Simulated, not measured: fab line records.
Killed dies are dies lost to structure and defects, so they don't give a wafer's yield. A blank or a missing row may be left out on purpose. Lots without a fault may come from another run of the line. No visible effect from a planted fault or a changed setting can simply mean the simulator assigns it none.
The tool behind it: which one? :: flow n5Finfet :: 12 lots, 36 wafers sampled, at 1 step of a route of 1938

== WHAT EACH GAUGE READ, for each wafer ==
N5_FIN_CUT_INSPECT_17: inspects for defects (brightfield).
lot: L075
measured: day 2 11:59
on: defectInspect-01
rawDefectCount: 496 678 411

lot: L077
measured: day 2 23:28
on: defectInspect-01
rawDefectCount: 321 360 278

lot: L079
measured: day 3 11:20
on: defectInspect-02
rawDefectCount: 282 235 279

lot: L081
measured: day 3 22:56
on: defectInspect-01
rawDefectCount: 236 278 336

lot: L083
measured: day 4 10:32
on: defectInspect-01
rawDefectCount: 271 190 214

lot: L085
measured: day 4 23:26
on: defectInspect-02
rawDefectCount: 272 253 251

lot: L087
measured: day 5 12:46
on: defectInspect-01
rawDefectCount: 240 207 176

lot: L089
measured: day 5 23:28
on: defectInspect-01
rawDefectCount: 236 176 161

lot: L091
measured: day 6 09:43
on: defectInspect-02
rawDefectCount: 264 188 170

lot: L093
measured: day 6 22:09
on: defectInspect-01
rawDefectCount: 526 350 291

lot: L095
measured: day 7 10:47
on: defectInspect-02
rawDefectCount: 160 147 95

lot: L097
measured: day 7 21:17
on: defectInspect-02
rawDefectCount: 251 277 239

== EACH LOT AND THE TOOL THAT RAN IT (in order: tool; ch and the chambers of the sampled wafers; start) ==
No process step before these readings appears in the record.

== THE ANSWER, worked out from the rows above alone ==
Rule: what is usual is taken from the lots themselves. The widest of any qualifying gaps counts: lots, ordered by their means at a reading, are off when they make up no more than a third of the lots, leave a main group of 4 or more, and stand apart from it by 3 or more times the standard deviation of that group's means. A main group whose means are all the same, to the digits that the tables above print for the reading, isn't used. Also off: a lot with no number at a reading for which 4 or more lots have one. All remaining lots with rows at the step are treated as sound.
No lot is off at any reading shown: from this, nothing can be told.

== WHAT THE SIMULATOR PUT IN ==
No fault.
